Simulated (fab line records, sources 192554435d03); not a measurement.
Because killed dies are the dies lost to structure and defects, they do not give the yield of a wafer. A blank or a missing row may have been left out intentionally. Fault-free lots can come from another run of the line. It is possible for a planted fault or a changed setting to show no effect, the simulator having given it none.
A struck lot beside a sound one -- flow n5_finfet -- 16 out of 1938 route steps
Sound: wafers L112.1, L112.4, L112.5. The struck wafers were L118.2, L118.4, L118.6. At the end, the cause is stated.
Per side, at each step with rows, come the tool, then ch with its chambers, and then its first start. Under that, the readings that differ: sound wafers -- struck wafers -- difference of the means -- sigmas: that difference in standard deviations of wafers without a fault.
alike: words and numbers the same on both sides, and readings whose means are apart by under 2 such deviations; not compared: readings that were withheld, readings missing a value for some wafer, numbers with overlapping values and no deviation given by the record, and bounds like >300 which may hide the same value.
The two part at a step that has a row with sigmas, a row that says differs or no value, or rows on one side only. Numbers that have no deviation but don't overlap get no sigmas and don't part them. A reading that every wafer of one side lacks parts them only if that side has two wafers or more.

first, 7 steps without rows for these wafers: N5_WELL_APT_COAT_02 (resist thk 950 nm); N5_WELL_APT_EBR_04; N5_WELL_APT_SOFTBAKE_03 (time 60 s); N5_WELL_APT_EXPOSE_05 (exposes mask NWELL, defocus 0 nm, target cd 200 nm); N5_WELL_APT_PEB_06 (peb time 90 s); N5_WELL_APT_DEVELOP_07 (develop time 45 s); N5_WELL_APT_HARDBAKE_12 (time 120 s).
N5_WELL_APT_CD_MEAS_08: target cd 200 nm.
  sound on cd_sem-02 ch 0, day 1 13:49; struck on cd_sem-01 ch 0, day 3 01:40
  alike: cd_nm
N5_WELL_APT_OVL_MEAS_09:
  sound on overlay-01 ch 0, day 1 13:50; struck on overlay-02 ch 0, day 3 01:41
  alike: NWELL_OVL
N5_WELL_APT_INSPECT_10: inspects for defects (macro).
  sound on defect_inspect-01 at day 1 13:52; struck on defect_inspect-02 at day 3 01:43
  alike: raw_defect_count
N5_WELL_APT_DESCUM_13: chemistry O2, time 7.9 s.
  sound on rie_diel-01 ch 0,1,2, day 1 13:54; struck on rie_diel-02 ch 0,1,3, day 3 01:49
  alike: drypump_motor_current_A, oes_product_au, rf_vpp_V, showerhead_plenum_p_Torr, throttle_valve_pct
  not compared: rf_hours_counter_h
following that, these wafers have no rows for 1 step: N5_WELL_APT_IMPLANT_14.
N5_WELL_APT_IMPLANT_15:
  sound on implanter-02 ch 0, day 1 14:11; struck on implanter-02 ch 0, day 3 02:28
then, 1 step without rows for these wafers: N5_WELL_APT_STRIP_16 (strips in SPM, time 900 s).
-- here the record skips 6 days between the struck wafers' starts before and after, leaving off in module WELL_APT and picking up in module BEOL_M4 (first step shown: number 1111 of the route) --
N5_BEOL_M4_RC_MEAS_101:
  sound on prober-02 ch 0, day 7 22:27; struck on prober-01 ch 0, day 9 00:07
  alike: DIBL_N, DIBL_P, IOFF_N, IOFF_P, ION_N, ION_P, SS_N, SS_P, VT_N, VT_P
following that, these wafers have no rows for 1 step: N5_PASSIVATION_PROBE_49.

== WHERE THEY PART ==
Nowhere in this record.

WHY: the cause the simulator had injected
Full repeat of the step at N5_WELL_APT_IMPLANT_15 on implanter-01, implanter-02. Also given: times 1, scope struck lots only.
